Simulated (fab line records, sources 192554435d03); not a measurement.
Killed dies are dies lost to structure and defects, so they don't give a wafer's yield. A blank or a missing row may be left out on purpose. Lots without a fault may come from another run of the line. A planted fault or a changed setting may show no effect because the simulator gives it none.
fab line records | flow n5_finfet | part 2 of 2: steps 6 to 6 of 6
record lots=9 wafers=27 last_day=17
route steps=1938 shown SDB@373 DUMMY_REMOVAL@378 HKMG_FIN@399 BEOL_M4@1111 PASSIVATION@1936
lots that met no fault: from a run of the same line without faults
start_h: hours from the record's first day to the start of the lot's first wafer shown | wait_h: hours since the lot's step before | " the same as in the row above | L1.1+2: a row that stands for several wafers | - no value, or no start given | * or withheld: withheld | < > ~ a bound
route shown NAME@n: a module of which the file shows steps, and the number in the route of the first | usual: mean/standard deviation of fault-free wafers | same: alike in all rows | chamber/n: place in a boat | sites: the reading at each site | _std_site: their standard deviation | _edge_site: outer sites' mean less inner sites' | radius_mm: how far each site lies from the wafer's centre | mask NAME#n: copy n | behind: the tool/chamber that last shaped the wafer | hold: why the lot was held/for how many hours/how that ended | device: the transistor (n, p or np) that didn't switch | end of line: the same wafers' tests at the end of the route | a step without rows: its recipe alone | killed: dies lost to structure and defects at the first sort, not the wafer's yield | map: a wafer's dies, x killed, . not, _ none there
set.NAME: the setting as run; set.NAME@STEP: as run at that earlier step | model.NAME: the simulator's own value behind a step, which no gauge read
steps of the route over a sample of lots; a table a step, a row a wafer
services: from which hour (start_h, from the record's first day; less than 0 if before it) a tool's chamber was out of use, for how many hours, and why
## steps
# step N5_PASSIVATION_PROBE_49
# usual defect_limited_yield=91.3/1.5 killed_at_M0_to_M3=35/10 killed_at_M4_up=13/5.3 killed_at_contacts=12/5.7 killed_at_front_end=39/11 killed_at_other=3.3/2.7 killed_dies=102/18 killed_open=67/13 killed_short=34/7.8 sort_bin_4_leakage=0/0 sort_bin_5_function=5.1/1 sort_bin_6_memory=3.3/0.68 sort_n_pass=1078/18 sort_yield_pct=91.3/1.5
# same gross_dies=1180 killed_at_back_side=0 sort_bin_8_speed[%]=0
# columns lot.wafer tool chamber start_h wait_h defect_limited_yield[%] killed_at_M0_to_M3 killed_at_M4_up killed_at_contacts killed_at_front_end killed_at_other killed_dies killed_open killed_short sort_bin_4_leakage[%] sort_bin_5_function[%] sort_bin_6_memory[%] sort_n_pass sort_yield_pct[%]
L302.2 prober-01 - 274.00 0.1 89.9 27 19 10 58 5 119 76 37 0 5.1 4.6 1061 89.9
L302.3 prober-01 - 274.05 0.1 91.9 26 13 7 46 3 95 69 24 0 5.0 3.0 1085 91.9
L302.5 prober-01 - 274.15 0.2 88.4 57 13 8 57 2 137 102 33 0 7.5 4.0 1043 88.4
L304.2 prober-02 - 278.40 0.1 87.7 43 23 28 43 8 145 106 38 87.71 7.6 4.2 0 0
L304.4 prober-02 - 278.50 0.2 90.1 35 16 20 44 2 117 88 29 90.08 6.1 3.6 0 0
L304.5 prober-02 - 278.55 0.2 90.8 48 23 5 29 4 109 58 51 0 5.6 3.2 1071 90.8
L303.2 prober-01 - 279.59 0.5 89.1 39 15 22 51 2 129 87 40 0 6.5 4.3 1051 89.1
L303.4 prober-01 - 279.69 0.6 89.9 41 8 22 44 4 119 78 40 0 5.7 4.4 1061 89.9
L303.6 prober-01 - 279.79 0.7 90.2 28 19 9 55 5 116 82 32 0 5.8 3.3 1064 90.2
L306.1 prober-01 - 290.76 0.0 92.6 23 17 9 32 6 87 53 32 0 4.9 2.1 1093 92.6
L306.2 prober-01 - 290.81 0.1 91.9 34 15 18 24 4 95 62 32 91.95 4.0 3.9 0 0
L306.6 prober-01 - 291.01 0.3 90.8 28 16 20 38 6 108 68 37 0 5.4 3.3 1072 90.8
L316.1 prober-02 - 356.71 0.0 91.0 55 6 11 34 0 106 68 38 0 5.0 3.6 1074 91.0
L316.2 prober-02 - 356.76 0.1 91.5 38 4 15 41 2 100 67 33 0 4.6 3.4 1080 91.5
L316.4 prober-02 - 356.86 0.2 91.5 38 6 10 45 1 100 64 36 0 4.9 3.2 1080 91.5
L318.1 prober-02 - 370.04 0.0 89.7 44 7 14 51 5 121 66 54 0 5.5 4.3 1059 89.7
L318.3 prober-02 - 370.14 0.1 91.7 31 10 23 32 2 98 72 26 0 4.6 3.6 1082 91.7
L318.6 prober-02 - 370.29 0.3 92.8 22 18 14 27 4 85 58 27 0 4.9 2.3 1095 92.8
L320.2 prober-02 - 383.23 0.1 91.0 40 13 16 35 2 106 62 42 0 5.0 3.6 1074 91.0
L320.4 prober-02 - 383.33 0.2 91.8 34 11 22 30 0 97 63 33 0 4.4 3.3 1083 91.8
L320.6 prober-02 - 383.43 0.3 89.2 44 15 23 46 0 128 76 42 0 5.8 4.1 1052 89.2
L322.2 prober-01 - 389.17 0.1 92.2 22 18 10 35 7 92 57 33 0 4.8 2.5 1088 92.2
L322.4 prober-01 - 389.27 0.2 89.7 34 19 13 51 5 122 83 36 0 6.4 3.4 1058 89.7
L322.6 prober-01 - 389.37 0.3 90.9 26 16 7 52 6 107 67 38 0 5.0 3.6 1073 90.9
L324.2 prober-02 - 408.24 0.1 88.9 29 11 10 70 11 131 91 39 0 6.7 4.1 1049 88.9
L324.3 prober-02 - 408.29 0.1 91.5 27 20 14 34 5 100 65 34 0 4.8 3.1 1080 91.5
L324.5 prober-02 - 408.39 0.2 90.6 24 16 9 58 4 111 62 48 0 5.3 3.6 1069 90.6
# killed by level:class
L302.2 FIN_SAQP:geometric_particle:open=21 STI_FIN_REVEAL:geometric_particle:open=12 BEOL_M4:geometric_particle:open=10 FIN_SAQP:geometric_particle:short=9 MOL_CONTACT_COAG:geometric_particle:short=5 MOL_CONTACT_COAG:geometric_particle:open=5 BEOL_M3:geometric_particle:open=5 BEOL_M0_SAQP:geometric_particle:open=4
L302.3 FIN_SAQP:geometric_particle:open=13 BEOL_M2:geometric_particle:open=12 STI_FIN_REVEAL:geometric_particle:open=11 FIN_SAQP:geometric_particle:short=9 BEOL_M3:geometric_particle:open=8 BEOL_M4:geometric_particle:open=8 MOL_CONTACT_COAG:geometric_particle:open=7 STI_FIN_REVEAL:geometric_particle:short=4
L302.5 FIN_SAQP:geometric_particle:open=24 BEOL_M3:geometric_particle:open=12 BEOL_M0_SAQP:geometric_particle:open=11 BEOL_M2:geometric_particle:open=11 BEOL_M0:geometric_particle:open=9 FIN_SAQP:geometric_particle:short=6 BEOL_M4:geometric_particle:open=6 DUMMY_GATE:geometric_particle:open=5
L304.2 MOL_CONTACT_COAG:geometric_particle:open=22 STI_FIN_REVEAL:geometric_particle:open=14 BEOL_M4:geometric_particle:open=14 BEOL_M0_SAQP:geometric_particle:short=11 BEOL_M0:geometric_particle:open=11 BEOL_M2:geometric_particle:open=9 FIN_SAQP:geometric_particle:open=6 MOL_CONTACT_COAG:geometric_particle:short=6
L304.4 MOL_CONTACT_COAG:geometric_particle:open=16 FIN_SAQP:geometric_particle:open=13 BEOL_M0_SAQP:geometric_particle:open=11 BEOL_M4:geometric_particle:open=10 STI_FIN_REVEAL:geometric_particle:open=7 FIN_SAQP:geometric_particle:short=6 BEOL_M0_SAQP:geometric_particle:short=6 BEOL_M2:geometric_particle:open=6
L304.5 BEOL_M0_SAQP:geometric_particle:short=11 BEOL_M4:geometric_particle:open=11 BEOL_M0_SAQP:geometric_particle:open=10 BEOL_M2:geometric_particle:open=10 BEOL_M4:geometric_particle:short=8 FIN_SAQP:geometric_particle:short=7 FIN_SAQP:geometric_particle:open=4 GATE_CUT:geometric_particle:short=4
L303.2 FIN_SAQP:geometric_particle:short=19 MOL_CONTACT_COAG:geometric_particle:open=19 STI_FIN_REVEAL:geometric_particle:open=14 BEOL_M0_SAQP:geometric_particle:open=11 BEOL_M1:geometric_particle:open=10 BEOL_M4:geometric_particle:open=7 BEOL_M0_SAQP:geometric_particle:short=5 BEOL_M3:geometric_particle:open=5
L303.4 MOL_CONTACT_COAG:geometric_particle:open=20 BEOL_M0_SAQP:geometric_particle:short=14 BEOL_M0_SAQP:geometric_particle:open=14 STI_FIN_REVEAL:geometric_particle:open=13 DUMMY_GATE:geometric_particle:open=6 STI_FIN_REVEAL:geometric_particle:short=5 GATE_CUT:geometric_particle:open=4 BEOL_M1:geometric_particle:open=4
L303.6 STI_FIN_REVEAL:geometric_particle:open=18 FIN_SAQP:geometric_particle:open=8 BEOL_M4:geometric_particle:open=8 MOL_CONTACT_COAG:geometric_particle:open=7 BEOL_M3:geometric_particle:open=7 FIN_SAQP:geometric_particle:short=6 DUMMY_GATE:geometric_particle:open=6 GATE_CUT:geometric_particle:short=5
L306.1 FIN_SAQP:geometric_particle:short=8 FIN_SAQP:geometric_particle:open=7 MOL_CONTACT_COAG:geometric_particle:open=6 BEOL_M1:geometric_particle:open=6 BEOL_M0_SAQP:geometric_particle:open=5 STARTING-WAFER:geometric_particle:short=4 GATE_CUT:geometric_particle:short=4 DUMMY_GATE:geometric_particle:open=3
L306.2 MOL_CONTACT_COAG:geometric_particle:open=11 BEOL_M1:geometric_particle:open=10 MOL_CONTACT_COAG:geometric_particle:short=7 BEOL_M0_SAQP:geometric_particle:open=7 FIN_SAQP:geometric_particle:short=6 BEOL_M4:geometric_particle:open=6 BEOL_M3:geometric_particle:open=5 STARTING-WAFER:geometric_particle:open=5
L306.6 FIN_SAQP:geometric_particle:open=13 MOL_CONTACT_COAG:geometric_particle:open=10 MOL_CONTACT_COAG:geometric_particle:short=10 STI_FIN_REVEAL:geometric_particle:open=7 FIN_SAQP:geometric_particle:short=6 BEOL_M1:geometric_particle:open=6 BEOL_M2:geometric_particle:open=6 BEOL_M0:geometric_particle:short=5
L316.1 BEOL_M1:geometric_particle:open=16 BEOL_M0_SAQP:geometric_particle:short=13 BEOL_M0_SAQP:geometric_particle:open=13 FIN_SAQP:geometric_particle:short=12 MOL_CONTACT_COAG:geometric_particle:open=11 BEOL_M2:geometric_particle:open=7 FIN_SAQP:geometric_particle:open=4 STI_FIN_REVEAL:geometric_particle:open=3
L316.2 MOL_CONTACT_COAG:geometric_particle:open=14 BEOL_M0_SAQP:geometric_particle:short=11 STI_FIN_REVEAL:geometric_particle:open=8 BEOL_M0_SAQP:geometric_particle:open=8 FIN_SAQP:geometric_particle:short=6 BEOL_M1:geometric_particle:open=6 FIN_SAQP:geometric_particle:open=5 DUMMY_GATE:geometric_particle:open=5
L316.4 FIN_SAQP:geometric_particle:short=13 BEOL_M0_SAQP:geometric_particle:short=9 BEOL_M1:geometric_particle:open=8 MOL_CONTACT_COAG:geometric_particle:open=7 BEOL_M2:geometric_particle:open=7 STI_FIN_REVEAL:geometric_particle:open=6 BEOL_M0_SAQP:geometric_particle:open=6 FIN_SAQP:geometric_particle:open=5
L318.1 FIN_SAQP:geometric_particle:open=16 BEOL_M0_SAQP:geometric_particle:short=16 STI_FIN_REVEAL:geometric_particle:open=11 FIN_SAQP:geometric_particle:short=10 MOL_CONTACT_COAG:geometric_particle:open=10 BEOL_M0_SAQP:geometric_particle:open=10 GATE_CUT:geometric_particle:short=5 BEOL_M0:geometric_particle:short=5
L318.3 MOL_CONTACT_COAG:geometric_particle:open=21 FIN_SAQP:geometric_particle:open=14 BEOL_M0_SAQP:geometric_particle:open=9 BEOL_M0_SAQP:geometric_particle:short=6 BEOL_M4:geometric_particle:open=6 FIN_SAQP:geometric_particle:short=4 BEOL_M2:geometric_particle:open=4 BEOL_M3:geometric_particle:open=4
L318.6 BEOL_M4:geometric_particle:open=11 STI_FIN_REVEAL:geometric_particle:open=10 MOL_CONTACT_COAG:geometric_particle:open=10 FIN_SAQP:geometric_particle:short=5 BEOL_M0_SAQP:geometric_particle:short=5 BEOL_M1:geometric_particle:open=5 MOL_CONTACT_COAG:geometric_particle:short=4 BEOL_M0_SAQP:geometric_particle:open=4
L320.2 MOL_CONTACT_COAG:geometric_particle:open=11 BEOL_M5:geometric_particle:open=10 FIN_SAQP:geometric_particle:short=8 BEOL_M0_SAQP:geometric_particle:open=8 BEOL_M0_SAQP:geometric_particle:short=8 BEOL_M1:geometric_particle:open=8 BEOL_M2:geometric_particle:open=6 FIN_SAQP:geometric_particle:open=5
L320.4 MOL_CONTACT_COAG:geometric_particle:open=18 BEOL_M0_SAQP:geometric_particle:short=14 DUMMY_GATE:geometric_particle:open=9 BEOL_M0_SAQP:geometric_particle:open=7 BEOL_M3:geometric_particle:open=7 FIN_SAQP:geometric_particle:short=6 MOL_CONTACT_COAG:geometric_particle:short=4 BEOL_M5:geometric_particle:open=4
L320.6 MOL_CONTACT_COAG:geometric_particle:open=18 BEOL_M0_SAQP:geometric_particle:short=15 BEOL_M0_SAQP:geometric_particle:open=11 GATE_CUT:geometric_particle:open=10 HKMG_FIN:area_etch=7 DUMMY_GATE:geometric_particle:open=5 GATE_CUT:geometric_particle:short=5 MOL_CONTACT_COAG:geometric_particle:short=5
L322.2 FIN_SAQP:geometric_particle:open=8 MOL_CONTACT_COAG:geometric_particle:open=8 FIN_SAQP:geometric_particle:short=6 GATE_CUT:geometric_particle:short=6 BEOL_M0_SAQP:geometric_particle:open=6 BEOL_M1:geometric_particle:open=6 BEOL_M4:geometric_particle:open=5 BEOL_M5:geometric_particle:open=5
L322.4 FIN_SAQP:geometric_particle:open=14 BEOL_M1:geometric_particle:open=14 STI_FIN_REVEAL:geometric_particle:open=10 MOL_CONTACT_COAG:geometric_particle:open=10 BEOL_M0_SAQP:geometric_particle:short=7 BEOL_M4:geometric_particle:open=6 FIN_SAQP:geometric_particle:short=5 DUMMY_GATE:geometric_particle:open=5
L322.6 FIN_SAQP:geometric_particle:open=14 FIN_SAQP:geometric_particle:short=8 BEOL_M1:geometric_particle:open=8 STI_FIN_REVEAL:geometric_particle:open=7 BEOL_M4:geometric_particle:open=7 DUMMY_GATE:geometric_particle:open=6 BEOL_M0_SAQP:geometric_particle:short=6 MOL_CONTACT_COAG:geometric_particle:open=4
L324.2 FIN_SAQP:geometric_particle:open=15 STI_FIN_REVEAL:geometric_particle:open=15 GATE_CUT:geometric_particle:open=12 BEOL_M2:geometric_particle:open=11 MOL_CONTACT_COAG:geometric_particle:open=10 MIM_TOP_ETCH:geometric_particle:open=8 STARTING-WAFER:geometric_particle:short=8 GATE_CUT:geometric_particle:short=7
L324.3 BEOL_M4:geometric_particle:open=12 MOL_CONTACT_COAG:geometric_particle:open=11 FIN_SAQP:geometric_particle:short=8 BEOL_M0_SAQP:geometric_particle:short=8 BEOL_M0_SAQP:geometric_particle:open=7 FIN_SAQP:geometric_particle:open=6 BEOL_M2:geometric_particle:open=6 STI_FIN_REVEAL:geometric_particle:open=5
L324.5 FIN_SAQP:geometric_particle:short=14 FIN_SAQP:geometric_particle:open=10 STI_FIN_REVEAL:geometric_particle:open=10 MOL_CONTACT_COAG:geometric_particle:open=7 DUMMY_GATE:geometric_particle:open=6 GATE_CUT:geometric_particle:short=6 BEOL_M4:geometric_particle:short=5 STARTING-WAFER:geometric_particle:short=5
## services
# columns tool chamber start_h hours kind
ald_sin-04 - 79.87 0.6 repair
rie_diel-02 - 83.82 14.6 pm
ald_sin-04 - 85.56 14.0 pm
rie_diel-01 - 88.48 28.1 pm
rie_diel-06 0 88.86 4.1 repair
rie_diel-04 - 101.30 0.5 repair
rie_diel-02 1 113.73 15.6 repair
rie_diel-06 2 117.42 1.2 repair
rie_diel-05 2 119.71 1.5 repair
ald_sin-01 1 145.72 3.2 repair
rie_diel-02 3 153.75 1.5 repair
rie_diel-04 1 160.26 9.4 repair
rie_diel-03 3 164.52 1.7 repair
ald_sin-04 1 169.02 2.7 repair
rie_diel-04 2 175.20 - clean
rie_diel-04 2 175.20 - consumable_replace:focus_ring
rie_diel-04 2 175.20 17.6 scheduled_down
ald_sin-02 - 176.75 14.0 pm
rie_diel-06 - 179.18 14.6 pm
ald_sin-04 - 180.72 14.6 pm
rie_diel-01 - 182.64 29.3 repair
rie_diel-02 0 201.01 9.1 repair
ald_sin-04 2 203.92 12.4 repair
rie_diel-04 2 210.03 5.3 repair
## key
first_sign step=N5_HKMG_FIN_ETCH_58 reading=run_length_s direction=down sigmas=99+ usual=* struck=*
effect step=N5_BEOL_M4_RC_MEAS_101 reading=IOFF_N_LONG direction=up sigmas=99+ usual=5.62e-05 struck=0.00066
effect step=N5_BEOL_M4_RC_MEAS_101 reading=IOFF_N_LIN direction=up sigmas=99+ usual=0.075 struck=1.044
effect step=N5_BEOL_M4_RC_MEAS_101 reading=IOFF_N direction=up sigmas=89 usual=0.161 struck=2.230
effect step=N5_BEOL_M4_RC_MEAS_101 reading=IOFF_N_85C direction=up sigmas=66 usual=3.1 struck=28.2
effect step=N5_BEOL_M4_RC_MEAS_101 reading=VT_N_LONG direction=down sigmas=38 usual=274.5 struck=199.5
effect step=N5_BEOL_M4_RC_MEAS_101 reading=VT_N direction=down sigmas=30 usual=249.1 struck=174.8
effect step=N5_BEOL_M4_RC_MEAS_101 reading=ION_N direction=up sigmas=2 usual=676 struck=694 wafers_moved=2
effect step=N5_PASSIVATION_PROBE_49 reading=sort_bin_4_leakage direction=up sigmas=99+ usual=0 struck=89.92
met_at N5_HKMG_FIN_ETCH_58
struck_lots L304,L306
struck_wafers L304.2,L304.4,L306.2
not_acting_at N5_SDB_ALD_29,N5_DUMMY_REMOVAL_STRIP_10,N5_HKMG_FIN_OVL_MEAS_50
onset_between 82.81 90.66
fault kind=process_parameter_drift tool=rie_diel-04 chamber=- onset_h=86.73 steps=N5_HKMG_FIN_ETCH_58 channel=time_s offset=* shape=step end_h=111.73 scope=struck_wafers_only acts_in=* stated=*
